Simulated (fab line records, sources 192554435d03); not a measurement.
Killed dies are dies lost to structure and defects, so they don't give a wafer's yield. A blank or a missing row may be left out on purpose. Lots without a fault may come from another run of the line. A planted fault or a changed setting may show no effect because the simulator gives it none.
Chamber matching | flow n5_finfet | N5_GATE_CUT_SAC_CAP_01 on ald_sin-04: 4 sister chambers
The step material SiNx, target thk 24 nm, pulse time 1 s, ald cycles 480. 4 wafers are shown with their chamber, then 12 later ones without.

WAFERS WITH THEIR CHAMBER
wafer  | chamber | heater_power_w (W)
L083.2 | 3       | 901
L085.2 | 1       | 788
L085.3 | 0       | 749
L085.4 | 2       | 979

WAFERS WITHOUT THEIR CHAMBER
wafer  | heater_power_w (W)
L086.1 | 751
L086.5 | 751
L086.6 | 975
L088.1 | 987
L088.3 | 743
L088.6 | 744
L090.3 | 1000
L090.4 | 762
L090.5 | 751
L091.1 | 806
L091.2 | 902
L091.6 | 801

WHICH CHAMBER EACH WENT THROUGH
wafer  | from the rows above     | in truth
L086.1 | 0                       | 0
L086.5 | 0                       | 0
L086.6 | 2                       | 2
L088.1 | 2                       | 2
L088.3 | 0                       | 0
L088.6 | 0                       | 0
L090.3 | 2                       | 2
L090.4 | can't be placed: 0 or 1 | 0
L090.5 | 0                       | 0
L091.1 | 1                       | 1
L091.2 | 3                       | 3
L091.6 | 1                       | 1
Placed correctly: 11 of 12. Can't be placed from these rows: 1 (the true chamber is among the candidates in 1). Placed wrongly: 0.
How it was worked out, from the rows above alone: a wafer's distance from a chamber is the root of the sum, over the readings, of the square of ((its reading less the chamber's mean) divided by the reading's scatter). The wafer belongs to the nearest chamber; if the next one is less than 2 further off, it can't be placed. A chamber's mean is the mean of its shown wafers. The scatter: with one shown wafer a chamber, the root of the mean of the squares of how far each hidden wafer lies from its nearest shown one.
